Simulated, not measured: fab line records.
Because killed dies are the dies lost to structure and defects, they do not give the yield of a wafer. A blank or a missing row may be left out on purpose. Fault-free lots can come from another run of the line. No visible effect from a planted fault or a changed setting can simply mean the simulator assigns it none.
A struck lot beside a sound one -- flow nand_harc -- 13 steps out of a route of 1302
Sound: wafers L504.2, L504.3, L504.6. Wafers struck: L506.1, L506.2, L506.3. The cause is named last.
At each step with rows: each side's tool, then ch and its chambers, then its first start. Under that, the readings that differ: sound wafers -- struck wafers -- difference of the means -- sigmas: that difference in standard deviations of wafers without a fault.
alike: a reading whose means differ by less than 2 such deviations, as well as words and numbers matching on both sides. not compared: withheld readings; readings where some wafer has no value; bounds like >300 that might hide an equal value; numbers whose values overlap and for which the record gives no deviation.
The two part at a step that has a row with sigmas, a row that says differs or no value, or rows on one side only. Numbers that have no deviation but don't overlap get no sigmas and don't part them. Lack of a reading on every wafer of one side parts them only where that side has two or more wafers.

first, 7 steps without rows for these wafers: NHARC_A_STAIRCASE_COAT_160; NHARC_A_STAIRCASE_SOFTBAKE_161 (time 170 s); NHARC_A_STAIRCASE_EBR_162; NHARC_A_STAIRCASE_EXPOSE_163 (exposes mask STAIR OPEN); NHARC_A_STAIRCASE_PEB_164 (peb time 130 s); NHARC_A_STAIRCASE_DEVELOP_165 (time 140 s); NHARC_A_STAIRCASE_HARDBAKE_167 (time 140 s).
NHARC_A_STAIRCASE_DESCUM_168: chemistry O2, time 3 s.
  sound on rie_diel-03 ch 0,1,3, day 15 22:49; struck on rie_diel-13 ch 1,2,3, day 17 18:23
  alike: chamber_pressure_mTorr, drypump_motor_current_A, o2_flow_sccm, oes_product_au, rf_vpp_V, showerhead_plenum_p_Torr, throttle_valve_pct
  not compared: rf_hours_counter_h
NHARC_A_STAIRCASE_ETCH_169: etches the open film in CH3F/O2, target depth 50 nm, time 107.1 s.
  sound on rie_diel-03 ch 0,1, day 15 22:53; struck on rie_diel-13 ch 1,2,3, day 17 18:29
reading,sound,struck,difference,sigmas
oes_product_au (a.u.),0.977 1.000 0.994,0.929 0.953 0.938,-0.050,-3
  alike: chamber_pressure_mTorr, drypump_motor_current_A, o2_flow_sccm, rf_vpp_V, showerhead_plenum_p_Torr, throttle_valve_pct
  not compared: rf_hours_counter_h
NHARC_A_STAIRCASE_ETCH_170: etches the open film in C4F6/O2, target depth 200 nm, time 66.667 s.
  sound on rie_diel-03 ch 0,3; struck on rie_diel-13 ch 1,2,3
  alike: chamber_pressure_mTorr, drypump_motor_current_A, o2_flow_sccm, oes_product_au, rf_vpp_V, showerhead_plenum_p_Torr, throttle_valve_pct
  not compared: rf_hours_counter_h
NHARC_A_STAIRCASE_STRIP_171: strips in O2.
  sound on plasma_asher-02 ch 0,1, day 15 23:10; struck on plasma_asher-02 ch 0,1, day 17 18:44
  alike: drypump_motor_current_A, heater_power_w, temp_c
  not compared: rf_hours_counter_h
NHARC_A_STAIRCASE_STRIP_172: strips in SPM, time 900 s.
  sound on wet_bench-06 ch 1,3,5, day 15 23:29; struck on wet_bench-04 ch 0,1,2, day 17 19:06
  no value came back on the struck wafers for bath_guard_temp_C (C), bath_heat_duty_pct (%), temp_c (C); on the sound wafers bath_guard_temp_C (C) reads 129.2 129.9 130.5
then, 1 step without rows for these wafers: NHARC_A_STAIRCASE_PRECLEAN_173 (cleans in SC1).

WHERE THEY PART
Last at NHARC_A_STAIRCASE_STRIP_172 as far as this record goes, first at NHARC_A_STAIRCASE_ETCH_169.

WHY: the cause the simulator had injected
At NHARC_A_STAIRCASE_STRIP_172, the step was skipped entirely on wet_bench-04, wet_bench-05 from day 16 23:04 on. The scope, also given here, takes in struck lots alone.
